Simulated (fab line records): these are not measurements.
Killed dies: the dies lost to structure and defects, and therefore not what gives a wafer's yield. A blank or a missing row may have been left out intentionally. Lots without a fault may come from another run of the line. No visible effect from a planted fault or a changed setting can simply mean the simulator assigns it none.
fab line records + flow n5-finfet
record:
- lots: 6
- wafers: 18
- last-day: 17
route steps=1938 shown BEOL_M0_SAQP@670 BEOL_M4@1111
lots untouched by any fault: they come from a run of this same line in which no faults occurred
start-h: hours from the record's first day to the start of the lot's first wafer shown + wait-h: time in hours since the lot's previous step + " same as the row above + L1.1+2: one row covering several wafers at once + - value missing, or start not given + * or withheld: withheld + < > ~ a bound
route shown NAME@n: NAME is a module with steps in the file, n the number in the route of the first one + usual: average and standard deviation across the fault-free wafers + same: alike in all rows + chamber/n: place in a boat + sites: the reading at each site + _std_site: the values' standard deviation + _edge_site: the outer-site mean with the inner-site mean subtracted + radius-mm: how far each site lies from the wafer's centre + mask NAME#n: copy n + behind: tool/chamber where the wafer was last shaped + hold: cause of the lot's hold/its duration in hours/its outcome + device: which transistor (n, p or np) failed to switch + end of line: at the end of the route, the tests of the same wafers + where a step has no rows: the recipe by itself + killed: count of dies lost to structure and defects at first sort (not the wafer's yield) + map: a wafer's dies, x killed, . not, _ none there
set.NAME: setting as actually run; set.NAME@STEP: the setting as run at that earlier step + model.NAME: the simulator's own value behind a step, which no gauge read
lots at some steps of the route; a table a step, a row a wafer
services: the hour from which a tool's chamber was out of use, counted from the record's first day as start-h (under 0 if before that day), plus the number of hours and why
== steps ==
step: N5_BEOL_M0_SAQP_RECESS_104
recipe:
- chemistry: HF/NH3
- target: SiO2
- target-depth-a: 180
- afs-cycles: 3
- temp-c: 30
- sublimation-temp-c: 180
- sublimation-time-s: 60
step: N5_BEOL_M0_SAQP_COAT_105
recipe:
- resist: SOC
- temp-c: 250
- time-s: 60
- spin-rpm: 1500
- resist-thk-nm: 100
step: N5_BEOL_M0_SAQP_ETCH_106
recipe:
- chemistry: N2/H2
- target: SOC
- target-depth-a: 1500
- stop-on: SiNx
- ion-energy-ev: 100
- bias-w: 61
- pressure-mtorr: 30
- source-w: 850
- n2-flow-sccm: 200
- h2-flow-sccm: 200
step: N5_BEOL_M0_SAQP_ETCH_107
recipe:
- chemistry: CH3F/O2
- target: SiNx
- target-depth-a: 300
- mask-material: SOC
- pressure-mtorr: 30
- source-w: 395
- bias-w: 73
- Ar_flow_sccm: 150
- CH3F_flow_sccm: 30
- O2_flow_sccm: 20
- ion-energy-ev: 120
usual:
- chamber-pressure-mTorr: 30.004/0.029
- drypump-motor-current-A: 5.83/0.26
- oes-product-au: 0.76/0.076
- rf-fwd-power-W: 390.4/1.8
- rf-vpp-V: 298.8/2.5
- showerhead-plenum-p-Torr: 2.02/0.059
- throttle-valve-pct: 16.49/0.26
| lot.wafer | tool        | chamber | start-h | wait-h | chamber-pressure-mTorr | drypump-motor-current-A | oes-product-au | rf-fwd-power-W | rf-hours-counter-h | rf-vpp-V | showerhead-plenum-p-Torr | throttle-valve-pct |
|-----------|-------------|---------|---------|--------|------------------------|-------------------------|----------------|----------------|--------------------|----------|--------------------------|--------------------|
| L895.2    | rie-diel-06 | 2       | 159.80  | 0.0    | 29.961                 | 5.78                    | 0.75           | 390.1          | 176                | 301.4    | 2.08                     | 16.52              |
| L895.4    | "           | 1       | "       | "      | 30.060                 | 5.97                    | 0.72           | 387.8          | 235                | 303.4    | 2.06                     | 16.45              |
| L895.5    | "           | 0       | "       | "      | 30.011                 | 5.82                    | 0.69           | 393.8          | -                  | 300.5    | 2.05                     | 16.76              |
| L897.2    | rie-diel-04 | 2       | 169.55  | 0.0    | 30.006                 | 5.79                    | 0.90           | 389.9          | 27                 | 300.1    | 1.96                     | 15.71              |
| L897.5    | "           | 0       | "       | "      | 30.026                 | 5.84                    | 0.77           | 388.6          | -                  | 296.8    | 2.07                     | 16.66              |
| L897.6    | "           | 1       | "       | "      | 30.013                 | 6.26                    | 0.95           | 390.3          | -                  | 298.4    | 2.13                     | 16.38              |
| L901.1    | rie-diel-06 | 3       | 198.02  | 0.0    | 30.042                 | 6.14                    | 0.79           | 391.7          | 87                 | 300.8    | 1.94                     | 16.44              |
| L901.4    | "           | 0       | "       | "      | 29.956                 | 5.86                    | 0.68           | 392.7          | 236                | 298.8    | 2.05                     | 16.75              |
| L901.5    | "           | 0       | "       | "      | 30.010                 | 5.85                    | 0.68           | 392.1          | -                  | 299.7    | 2.05                     | 16.77              |
| L902.1    | rie-diel-02 | 1       | 200.44  | 0.0    | 30.012                 | 5.89                    | 0.71           | 391.1          | 214                | 298.9    | 1.98                     | 16.71              |
| L902.2    | "           | 0       | "       | "      | 30.016                 | 6.06                    | 0.76           | 390.4          | 165                | 297.8    | 2.00                     | 16.62              |
| L902.3    | "           | 2       | "       | "      | 30.001                 | 5.28                    | 0.78           | 393.0          | 148                | 295.7    | 1.92                     | 16.20              |
| L909.1    | rie-diel-06 | 0       | 237.48  | 0.0    | 30.047                 | 5.83                    | 0.68           | 391.1          | 250                | 301.3    | 2.05                     | 16.79              |
| L909.4    | "           | 3       | "       | "      | 30.056                 | 6.15                    | 0.80           | 390.7          | -                  | 299.7    | 1.93                     | 16.48              |
| L909.6    | "           | 0       | "       | "      | 29.996                 | 5.83                    | 0.67           | 392.4          | -                  | 299.9    | 2.05                     | 16.79              |
| L910.1    | rie-diel-04 | 3       | 246.96  | 0.0    | 29.949                 | 5.45                    | 0.71           | 388.4          | 231                | 294.7    | 1.98                     | 16.63              |
| L910.3    | "           | 2       | "       | "      | 29.991                 | 5.85                    | 0.89           | 390.2          | 48                 | 300.3    | 1.95                     | 15.77              |
| L910.4    | "           | 0       | "       | "      | 30.015                 | 5.82                    | 0.76           | 390.7          | 169                | 297.5    | 2.07                     | 16.71              |
step: N5_BEOL_M0_SAQP_STRIP_108
recipe:
- chemistry: N2/H2
- power-w: 500
- temp-c: 40
- pressure-mtorr: 50
- rf-frequency-hz: 6e+07
- overash-fraction: 0.3
- bias-power-w: 28
- h2-frac: 0.5
- n2-flow-sccm: 300
- h2-flow-sccm: 300
usual:
- chamber-pressure-mTorr: 50.00/0.048
- drypump-motor-current-A: 5.85/0.26
- oes-product-au: 0.76/0.076
- rf-fwd-power-W: 490.2/2.9
- rf-vpp-V: 122.1/0.95
- showerhead-plenum-p-Torr: 3.39/0.098
- throttle-valve-pct: 19.0/0.32
| lot.wafer | tool        | chamber | start-h | wait-h | chamber-pressure-mTorr | drypump-motor-current-A | oes-product-au | rf-fwd-power-W | rf-hours-counter-h | rf-vpp-V | showerhead-plenum-p-Torr | throttle-valve-pct |
|-----------|-------------|---------|---------|--------|------------------------|-------------------------|----------------|----------------|--------------------|----------|--------------------------|--------------------|
| L895.2    | rie-diel-06 | 2       | 159.84  | 0.0    | 50.05                  | 5.77                    | 0.73           | 489.6          | 176                | 124.1    | 3.49                     | 19.1               |
| L895.4    | "           | 1       | "       | "      | 49.98                  | 5.99                    | 0.70           | 488.7          | 235                | 122.0    | 3.45                     | 18.8               |
| L895.5    | "           | 0       | "       | "      | 49.88                  | 5.85                    | 0.69           | 493.7          | -                  | 123.1    | 3.45                     | 18.9               |
| L897.2    | rie-diel-04 | 2       | 169.59  | 0.0    | 50.08                  | 5.81                    | 0.91           | 489.2          | 27                 | 120.2    | 3.30                     | 18.1               |
| L897.5    | "           | 0       | "       | "      | 49.93                  | 5.84                    | 0.76           | 490.8          | -                  | 122.2    | 3.50                     | 19.3               |
| L897.6    | "           | 1       | "       | "      | 49.96                  | 6.26                    | 0.95           | 489.4          | -                  | 123.3    | 3.57                     | 19.1               |
| L901.1    | rie-diel-06 | 3       | 198.06  | 0.0    | 50.03                  | 6.21                    | 0.80           | 490.4          | 87                 | 121.9    | 3.25                     | 19.1               |
| L901.4    | "           | 0       | "       | "      | 49.93                  | 5.85                    | 0.68           | 493.8          | 236                | 122.7    | 3.44                     | 18.9               |
| L901.5    | "           | 0       | "       | "      | 50.06                  | 5.87                    | 0.68           | 494.5          | -                  | 123.3    | 3.44                     | 18.9               |
| L902.1    | rie-diel-02 | 1       | 200.48  | 0.0    | 49.95                  | 5.92                    | 0.70           | 485.4          | 214                | 121.0    | 3.31                     | 19.1               |
| L902.2    | "           | 0       | "       | "      | 49.99                  | 6.10                    | 0.76           | 488.2          | 165                | 122.0    | 3.35                     | 19.2               |
| L902.3    | "           | 2       | "       | "      | 50.04                  | 5.32                    | 0.77           | 495.2          | 148                | 121.2    | 3.24                     | 18.8               |
| L909.1    | rie-diel-06 | 0       | 237.52  | 0.0    | 49.99                  | 5.86                    | 0.67           | 496.2          | 250                | 123.4    | 3.43                     | 18.9               |
| L909.4    | "           | 3       | "       | "      | 50.05                  | 6.14                    | 0.79           | 493.0          | -                  | 121.6    | 3.24                     | 19.1               |
| L909.6    | "           | 0       | "       | "      | 49.99                  | 5.85                    | 0.67           | 495.2          | -                  | 122.3    | 3.43                     | 18.9               |
| L910.1    | rie-diel-04 | 3       | 247.00  | 0.0    | 50.00                  | 5.47                    | 0.71           | 489.4          | 231                | 121.1    | 3.32                     | 19.6               |
| L910.3    | "           | 2       | "       | "      | 50.08                  | 5.82                    | 0.88           | 487.0          | 48                 | 120.3    | 3.28                     | 18.2               |
| L910.4    | "           | 0       | "       | "      | 50.04                  | 5.82                    | 0.75           | 489.7          | 169                | 121.2    | 3.49                     | 19.3               |
step: N5_BEOL_M0_SAQP_RECESS_109
recipe:
- chemistry: HF/NH3
- target: SiO2
- target-depth-a: 30
- afs-cycles: 1
- temp-c: 30
- sublimation-temp-c: 180
- sublimation-time-s: 60
step: N5_BEOL_M0_SAQP_SPACER2_ALD_26
recipe:
- material: SiO2
- target-thk-a: 150
- temp-c: 300
- ald-precursor-family: BDEAS
- ald-co-reactant: O2-plasma
- pulse-time-s: 1
- purge-time-s: 2
- co-reactant-purge-time-s: 2
- pressure-torr: 2
usual:
- heater-power-w: 478/60
- precursor-pulse-height-rel: 1.000/0.021
same:
- pulse-time-s: 1
| lot.wafer | tool       | chamber | start-h | wait-h | heater-power-w | precursor-pulse-height-rel | since-wet-clean-h |
|-----------|------------|---------|---------|--------|----------------|----------------------------|-------------------|
| L895.2    | ald-sin-03 | 2       | 160.05  | 0.1    | 516            | 1.013                      | 258               |
| L895.4    | "          | 3       | "       | "      | 448            | 1.012                      | 258               |
| L895.5    | "          | 0       | "       | "      | 512            | 1.020                      | -                 |
| L897.2    | ald-sin-04 | 0       | 169.79  | 0.1    | 428            | 1.016                      | 359               |
| L897.5    | "          | 0       | "       | "      | 423            | 0.999                      | -                 |
| L897.6    | "          | 3       | "       | "      | 381            | 1.016                      | -                 |
| L901.1    | ald-sin-04 | 2       | 198.41  | 0.2    | 457            | 1.032                      | 8                 |
| L901.4    | "          | 1       | "       | "      | 482            | 1.036                      | 8                 |
| L901.5    | "          | 2       | "       | "      | 459            | 1.006                      | -                 |
| L902.1    | ald-sin-03 | 1       | 200.69  | 0.1    | 491            | 1.016                      | 299               |
| L902.2    | "          | 2       | "       | "      | 523            | 1.041                      | 299               |
| L902.3    | "          | 3       | "       | "      | 440            | 0.999                      | 299               |
| L909.1    | ald-sin-01 | 3       | 237.72  | 0.1    | 649            | 0.963                      | 228               |
| L909.4    | "          | 0       | "       | "      | 402            | 0.990                      | 228               |
| L909.6    | "          | 0       | "       | "      | 404            | 0.978                      | -                 |
| L910.1    | ald-sin-04 | 2       | 247.21  | 0.1    | 458            | 0.956                      | 57                |
| L910.3    | "          | 3       | "       | "      | 388            | 0.941                      | 57                |
| L910.4    | "          | 1       | "       | "      | 480            | 1.004                      | 57                |
step: N5_BEOL_M0_SAQP_SPACER2_ETCHBACK_27
recipe:
- chemistry: CHF3/O2
- mode: anisotropic-etchback
- target: SiO2
- target-depth-a: 225
- time-s: 11.25
- pressure-mtorr: 30
- source-w: 650
- bias-w: 170
- Ar_flow_sccm: 200
- CHF3_flow_sccm: 50
- O2_flow_sccm: 5
- ion-energy-ev: 200
usual:
- chamber-pressure-mTorr: 30.000/0.028
- drypump-motor-current-A: 5.86/0.25
- oes-product-au: 0.77/0.085
- rf-fwd-power-W: 645.6/2.2
- rf-vpp-V: 527/4.2
- showerhead-plenum-p-Torr: 2.44/0.07
- throttle-valve-pct: 19.02/0.26
| lot.wafer | tool        | chamber | start-h | wait-h | chamber-pressure-mTorr | drypump-motor-current-A | oes-product-au | rf-fwd-power-W | rf-hours-counter-h | rf-vpp-V | showerhead-plenum-p-Torr | throttle-valve-pct |
|-----------|-------------|---------|---------|--------|------------------------|-------------------------|----------------|----------------|--------------------|----------|--------------------------|--------------------|
| L895.2    | rie-diel-04 | 2       | 160.60  | 0.3    | 29.994                 | 5.79                    | 0.92           | 642.2          | 25                 | 528      | 2.36                     | 18.25              |
| L895.4    | "           | 3       | "       | "      | 30.010                 | 5.44                    | 0.74           | 640.5          | 208                | 519      | 2.39                     | 19.14              |
| L895.5    | "           | 3       | "       | "      | 29.962                 | 5.44                    | 0.73           | 642.3          | -                  | 520      | 2.39                     | 19.14              |
| L897.2    | rie-diel-06 | 1       | 170.34  | 0.3    | 30.014                 | 5.95                    | 0.70           | 647.2          | 238                | 535      | 2.47                     | 18.92              |
| L897.5    | "           | 1       | "       | "      | 29.965                 | 5.95                    | 0.70           | 645.3          | -                  | 534      | 2.47                     | 18.93              |
| L897.6    | "           | 2       | "       | "      | 30.003                 | 5.77                    | 0.73           | 643.4          | -                  | 532      | 2.50                     | 19.06              |
| L901.1    | rie-diel-04 | 1       | 198.95  | 0.3    | 30.014                 | 6.23                    | 0.95           | 646.9          | 25                 | 526      | 2.56                     | 18.98              |
| L901.4    | "           | 3       | "       | "      | 29.990                 | 5.47                    | 0.73           | 643.6          | 217                | 521      | 2.39                     | 19.16              |
| L901.5    | "           | 2       | "       | "      | 30.019                 | 5.82                    | 0.90           | 644.1          | -                  | 528      | 2.36                     | 18.28              |
| L902.1    | rie-diel-02 | 2       | 201.24  | 0.3    | 30.033                 | 5.30                    | 0.78           | 648.3          | 149                | 519      | 2.32                     | 18.74              |
| L902.2    | "           | 1       | "       | "      | 29.979                 | 5.89                    | 0.72           | 644.3          | 215                | 527      | 2.38                     | 19.25              |
| L902.3    | "           | 3       | "       | "      | 29.899                 | 5.60                    | 0.67           | 646.7          | 245                | 520      | 2.46                     | 19.09              |
| L909.1    | rie-diel-06 | 3       | 238.37  | 0.4    | 30.035                 | 6.17                    | 0.79           | 648.0          | 101                | 528      | 2.33                     | 19.02              |
| L909.4    | "           | 2       | "       | "      | 29.999                 | 5.76                    | 0.72           | 640.8          | -                  | 531      | 2.49                     | 19.09              |
| L909.6    | "           | 3       | "       | "      | 30.002                 | 6.15                    | 0.78           | 645.5          | -                  | 529      | 2.33                     | 19.03              |
| L910.1    | rie-diel-06 | 1       | 247.80  | 0.3    | 30.020                 | 5.95                    | 0.97           | 644.8          | 3                  | 533      | 2.46                     | 18.51              |
| L910.3    | "           | 3       | "       | "      | 30.009                 | 6.15                    | 0.79           | 646.3          | 105                | 530      | 2.33                     | 19.03              |
| L910.4    | "           | 1       | "       | "      | 30.019                 | 5.96                    | 0.98           | 643.1          | -                  | 535      | 2.46                     | 18.52              |
step: N5_BEOL_M0_SAQP_MANDREL2_REMOVE_110
recipe:
- chemistry: HBr/Cl2/O2
- bt-time-s: 10
- target: a-Si
- stop-on: SiCN
- endpoint: OES-SiCl
- over-etch-frac: 1
- icp-w: 600
- bias-w: 30
- HBr_flow_sccm: 150
- Cl2_flow_sccm: 80
- O2_flow_sccm: 5
- pressure-mtorr: 10
usual:
- chamber-pressure-mTorr: 10.000/0.0082
- drypump-motor-current-A: 5.66/0.27
- he-backside-leak-sccm: 2.68/0.29
- oes-product-au: 0.994/0.018
- rf-fwd-power-W: 596.3/1.8
- throttle-valve-pct: 36.83/0.2
same:
- bt-time-s: 10
| lot.wafer | tool      | chamber | start-h | wait-h | chamber-pressure-mTorr | drypump-motor-current-A | he-backside-leak-sccm | oes-product-au | rf-fwd-power-W | rf-hours-counter-h | throttle-valve-pct |
|-----------|-----------|---------|---------|--------|------------------------|-------------------------|-----------------------|----------------|----------------|--------------------|--------------------|
| L895.2    | rie-si-01 | 1       | 160.68  | 0.1    | 10.008                 | 5.59                    | 3.14                  | 0.976          | 597.2          | 165                | 36.74              |
| L895.4    | "         | 3       | "       | "      | 10.002                 | 5.66                    | 2.28                  | 0.978          | 591.6          | 77                 | 37.16              |
| L895.5    | "         | 2       | "       | "      | 9.995                  | 5.97                    | 2.55                  | 1.006          | 597.5          | -                  | 36.61              |
| L897.2    | rie-si-02 | 1       | 170.43  | 0.1    | 9.988                  | 5.53                    | 2.51                  | 0.997          | 595.7          | 99                 | 36.53              |
| L897.5    | "         | 2       | "       | "      | 10.004                 | 5.93                    | 2.86                  | 0.970          | 596.1          | -                  | 37.00              |
| L897.6    | "         | 1       | "       | "      | 9.988                  | 5.50                    | 2.41                  | 1.005          | 598.0          | -                  | 36.53              |
| L901.1    | rie-si-01 | 0       | 199.04  | 0.1    | 10.011                 | 5.30                    | 2.82                  | 0.981          | 597.2          | 27                 | 36.77              |
| L901.4    | "         | 3       | "       | "      | 10.009                 | 5.68                    | 2.53                  | 0.978          | 596.8          | 78                 | 37.16              |
| L901.5    | "         | 1       | "       | "      | 9.987                  | 5.58                    | 2.79                  | 0.974          | 597.8          | -                  | 36.74              |
| L902.1    | rie-si-03 | 2       | 201.33  | 0.1    | 10.002                 | 5.63                    | 2.85                  | 0.993          | 593.0          | 69                 | 37.04              |
| L902.2    | "         | 0       | "       | "      | 9.998                  | 5.88                    | 2.19                  | 1.012          | 596.0          | 88                 | 36.61              |
| L902.3    | "         | 3       | "       | "      | 10.003                 | 5.79                    | 2.40                  | 1.017          | 595.6          | 32                 | 36.99              |
| L909.1    | rie-si-02 | 0       | 238.45  | 0.1    | 9.991                  | 5.28                    | 2.83                  | 1.018          | 595.6          | 101                | 36.99              |
| L909.4    | "         | 0       | "       | "      | 10.002                 | 5.22                    | 2.70                  | 1.013          | 595.0          | -                  | 36.98              |
| L909.6    | "         | 2       | "       | "      | 9.999                  | 5.94                    | 2.93                  | 0.963          | 595.3          | -                  | 37.00              |
| L910.1    | rie-si-02 | 2       | 247.89  | 0.1    | 10.006                 | 5.93                    | 2.98                  | 0.959          | 599.9          | 174                | 37.00              |
| L910.3    | "         | 3       | "       | "      | 10.000                 | 6.00                    | 2.75                  | 1.018          | 597.8          | 180                | 36.75              |
| L910.4    | "         | 0       | "       | "      | 10.015                 | 5.19                    | 2.64                  | 1.014          | 595.7          | 101                | 36.99              |
step: N5_BEOL_M0_SAQP_CD_MEAS_29
recipe:
- target-cd-nm: 14.4
- landing-energy-ev: 1000
- detector: se-inlens
usual:
- cd-nm: 15.00/0.21
| lot.wafer | tool      | chamber | start-h | wait-h | cd-nm |
|-----------|-----------|---------|---------|--------|-------|
| L895.2    | cd-sem-02 | 0       | 160.80  | 0.1    | 15.06 |
| L895.4    | "         | 0       | "       | "      | 14.88 |
| L895.5    | "         | 0       | "       | "      | 15.24 |
| L897.2    | cd-sem-01 | 0       | 170.54  | 0.1    | 15.36 |
| L897.5    | "         | 0       | "       | "      | 14.67 |
| L897.6    | "         | 0       | "       | "      | 14.77 |
| L901.1    | cd-sem-01 | 0       | 199.15  | 0.1    | 14.94 |
| L901.4    | "         | 0       | "       | "      | 14.91 |
| L901.5    | "         | 0       | "       | "      | 15.12 |
| L902.1    | cd-sem-03 | 0       | 201.43  | 0.1    | 15.24 |
| L902.2    | "         | 0       | "       | "      | 15.29 |
| L902.3    | "         | 0       | "       | "      | 14.85 |
| L909.1    | cd-sem-03 | 0       | 238.56  | 0.1    | 15.12 |
| L909.4    | "         | 0       | "       | "      | 14.88 |
| L909.6    | "         | 0       | "       | "      | 14.88 |
| L910.1    | cd-sem-03 | 0       | 248.00  | 0.1    | 15.12 |
| L910.3    | "         | 0       | "       | "      | 15.27 |
| L910.4    | "         | 0       | "       | "      | 15.17 |
step: N5_BEOL_M0_SAQP_COAT_69
recipe:
- resist: SOC
- temp-c: 250
- time-s: 60
- spin-rpm: 1500
- resist-thk-nm: 90
step: N5_BEOL_M0_SAQP_COAT_72
recipe:
- resist: SiARC
- temp-c: 220
- time-s: 60
- spin-rpm: 1500
- resist-thk-nm: 15
step: N5_BEOL_M0_SAQP_COAT_87
recipe:
- resist: underlayer
- temp-c: 205
- time-s: 60
- spin-rpm: 1500
- resist-thk-nm: 5
usual:
- exhaust-pa: 45.0/0.83
- heater-power-total-W: 391.8/1.3
- plate-temp-C: 205.01/0.16
- resist-line-temp-C: 23.02/0.11
| lot.wafer | tool           | chamber | start-h | wait-h | exhaust-pa | heater-power-total-W | plate-temp-C | resist-line-temp-C |
|-----------|----------------|---------|---------|--------|------------|----------------------|--------------|--------------------|
| L895.2    | litho-track-03 | 0       | 160.84  | -      | 43.2       | 392.2                | 204.92       | 23.10              |
| L895.4    | "              | 0       | "       | "      | 44.8       | 391.1                | 204.96       | 23.16              |
| L895.5    | "              | 0       | "       | "      | 44.6       | 392.8                | 205.15       | 23.15              |
| L897.2    | litho-track-05 | 0       | 170.58  | -      | 46.9       | 391.3                | 205.23       | 23.26              |
| L897.5    | "              | 0       | "       | "      | 46.9       | 390.9                | 204.87       | 22.91              |
| L897.6    | "              | 0       | "       | "      | 45.5       | 389.6                | 204.92       | 22.92              |
| L901.1    | litho-track-03 | 0       | 199.19  | -      | 45.4       | 410.8                | 212.07       | 23.10              |
| L901.4    | "              | 0       | "       | "      | 44.6       | 410.1                | 212.02       | 23.00              |
| L901.5    | "              | 0       | "       | "      | 44.4       | 407.5                | 212.20       | 23.20              |
| L902.1    | litho-track-03 | 0       | 201.48  | -      | 46.2       | 409.9                | 212.05       | 23.08              |
| L902.2    | "              | 0       | "       | "      | 45.8       | 410.3                | 212.06       | 23.08              |
| L902.3    | "              | 0       | "       | "      | 44.3       | 406.3                | 212.13       | 22.93              |
| L909.1    | litho-track-01 | 0       | 238.60  | -      | 45.9       | 392.2                | 205.17       | 23.06              |
| L909.4    | "              | 0       | "       | "      | 45.1       | 392.4                | 205.01       | 23.06              |
| L909.6    | "              | 0       | "       | "      | 45.3       | 392.7                | 205.20       | 23.11              |
| L910.1    | litho-track-05 | 0       | 248.04  | -      | 44.9       | 392.8                | 204.74       | 23.05              |
| L910.3    | "              | 0       | "       | "      | 45.5       | 393.5                | 204.79       | 23.01              |
| L910.4    | "              | 0       | "       | "      | 44.8       | 393.1                | 204.60       | 23.20              |
step: N5_BEOL_M0_SAQP_COAT_34
recipe:
- resist: CAR-EUV
- spin-rpm: 1500
- resist-thk-nm: 30
step: N5_BEOL_M4_RC_MEAS_101
usual:
- DIBL_N: 36.3/1.4
- DIBL_P: 35.7/1.5
- IOFF_N: 0.155/0.022
- IOFF_P: 0.204/0.027
- ION_N: 671/9
- ION_P: 459/6.2
- SS_N: 71.5/0.54
- SS_P: 73.1/0.56
- VT_N: 250.2/2.6
- VT_P: -251/3.3
| lot.wafer | tool      | chamber | start-h | wait-h | DIBL_N[mV/V] | DIBL_P[mV/V] | IOFF_N[nA/um] | IOFF_P[nA/um] | ION_N[uA/um] | ION_P[uA/um] | SS_N[mV/dec] | SS_P[mV/dec] | VT_N[mV] | VT_P[mV] |
|-----------|-----------|---------|---------|--------|--------------|--------------|---------------|---------------|--------------|--------------|--------------|--------------|----------|----------|
| L895.2    | prober-01 | 0       | 212.76  | 0.2    | 36.3         | 35.8         | 0.143         | 0.179         | 663          | 445          | 70.8         | 73.0         | 253.2    | -255     |
| L895.4    | "         | 0       | "       | "      | 36.3         | 35.8         | 0.139         | 0.180         | 659          | 448          | 71.3         | 73.4         | 254.3    | -257     |
| L895.5    | "         | 0       | "       | "      | 35.6         | 35.0         | 0.131         | 0.168         | 648          | 443          | 71.2         | 72.4         | 254.9    | -257     |
| L897.2    | prober-01 | 0       | 232.39  | 0.2    | 35.3         | 34.3         | 0.139         | 0.207         | 659          | 458          | 71.8         | 72.9         | 249.3    | -247     |
| L897.5    | "         | 0       | "       | "      | 37.1         | 36.5         | 0.169         | 0.245         | 676          | 465          | 71.5         | 73.9         | 246.8    | -247     |
| L897.6    | "         | 0       | "       | "      | 36.9         | 36.2         | 0.166         | 0.236         | 675          | 465          | 71.6         | 73.9         | 249.9    | -247     |
| L901.1    | prober-01 | 0       | 247.62  | 0.0    | 34.2         | 32.3         | 0.129         | 0.159         | 672          | 462          | 71.0         | 73.0         | 253.5    | -258     |
| L901.4    | "         | 0       | "       | "      | 34.3         | 32.2         | 0.132         | 0.155         | 667          | 455          | 70.7         | 73.5         | 253.5    | -256     |
| L901.5    | "         | 0       | "       | "      | 36.0         | 34.0         | 0.154         | 0.178         | 678          | 452          | 72.5         | 73.5         | 252.0    | -256     |
| L902.1    | prober-01 | 0       | 253.09  | 0.0    | 38.4         | 35.7         | 0.183         | 0.193         | 682          | 453          | 72.0         | 73.8         | 246.3    | -253     |
| L902.2    | "         | 0       | "       | "      | 35.8         | 34.0         | 0.140         | 0.165         | 666          | 454          | 71.2         | 72.9         | 252.3    | -256     |
| L902.3    | "         | 0       | "       | "      | 34.6         | 32.4         | 0.125         | 0.148         | 664          | 452          | 70.7         | 72.7         | 250.8    | -256     |
| L909.1    | prober-02 | 0       | 294.09  | 0.0    | 35.7         | 36.3         | 0.154         | 0.220         | 671          | 460          | 71.2         | 72.6         | 247.2    | -248     |
| L909.4    | "         | 0       | "       | "      | 35.1         | 35.1         | 0.143         | 0.213         | 666          | 460          | 71.6         | 72.6         | 251.1    | -249     |
| L909.6    | "         | 0       | "       | "      | 36.3         | 36.7         | 0.161         | 0.225         | 665          | 460          | 71.8         | 73.5         | 249.2    | -247     |
| L910.1    | prober-01 | 0       | 302.64  | 0.0    | 33.8         | 33.7         | 0.109         | 0.164         | 647          | 454          | 70.6         | 72.3         | 256.1    | -252     |
| L910.3    | "         | 0       | "       | "      | 33.8         | 34.3         | 0.109         | 0.173         | 649          | 454          | 71.1         | 72.7         | 256.4    | -251     |
| L910.4    | "         | 0       | "       | "      | 35.0         | 34.6         | 0.123         | 0.178         | 657          | 457          | 71.2         | 73.0         | 253.4    | -251     |
== services ==
| tool        | chamber | start-h | hours | kind                          |
|-------------|---------|---------|-------|-------------------------------|
| rie-diel-04 | 3       | 137.47  | 4.1   | repair                        |
| rie-si-02   | 1       | 143.48  | 6.7   | repair                        |
| rie-diel-04 | 2       | 146.42  | 8.2   | repair                        |
| rie-si-03   | -       | 149.01  | 0.2   | repair                        |
| ald-sin-04  | -       | 153.72  | 1.1   | repair                        |
| rie-si-02   | 2       | 157.50  | 1.6   | repair                        |
| rie-diel-04 | -       | 173.81  | 2.7   | repair                        |
| ald-sin-04  | -       | 176.75  | 14.0  | pm                            |
| ald-sin-04  | 0       | 176.75  | 14.0  | vent-cycle                    |
| ald-sin-04  | 1       | 176.75  | 14.0  | vent-cycle                    |
| rie-si-01   | 1       | 187.20  | 8.5   | repair                        |
| rie-si-02   | -       | 191.67  | 8.5   | repair                        |
| rie-si-01   | -       | 206.65  | 2.8   | pm                            |
| rie-diel-06 | 1       | 227.30  | -     | clean                         |
| rie-diel-06 | 1       | 227.30  | -     | consumable-replace:focus-ring |
| rie-diel-06 | 1       | 227.30  | 12.9  | scheduled-down                |
| rie-diel-06 | 1       | 227.30  | 12.9  | vent-cycle                    |
| rie-si-02   | 3       | 233.22  | 12.4  | repair                        |
| rie-diel-02 | 3       | 240.04  | 7.0   | repair                        |
| rie-diel-06 | 0       | 240.32  | -     | clean                         |
| rie-diel-06 | 0       | 240.32  | -     | consumable-replace:focus-ring |
| rie-diel-06 | 0       | 240.32  | 11.9  | scheduled-down                |
| rie-diel-06 | 0       | 240.32  | 11.9  | vent-cycle                    |
| ald-sin-01  | -       | 242.63  | 2.0   | repair                        |
== key ==
first-sign:
- step: N5_BEOL_M0_SAQP_COAT_87
- reading: plate-temp-C
- direction: up
- sigmas: 46
- usual: *
- struck: *
effect:
- step: N5_BEOL_M0_SAQP_COAT_87
- reading: heater-power-total-W
- direction: up
- sigmas: 13
- usual: *
- struck: *
met-at N5_BEOL_M0_SAQP_COAT_87
struck-wafers L901.1,L901.4,L901.5,L902.1,L902.2,L902.3
onset-between 160.84 199.19
fault:
- kind: process-parameter-drift
- tool: litho-track-03
- chamber: -
- onset-h: 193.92
- steps: N5_BEOL_M0_SAQP_COAT_87
- channel: temp-c
- offset: *
- shape: step
- end-h: 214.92
- acts-in: *
- stated: *
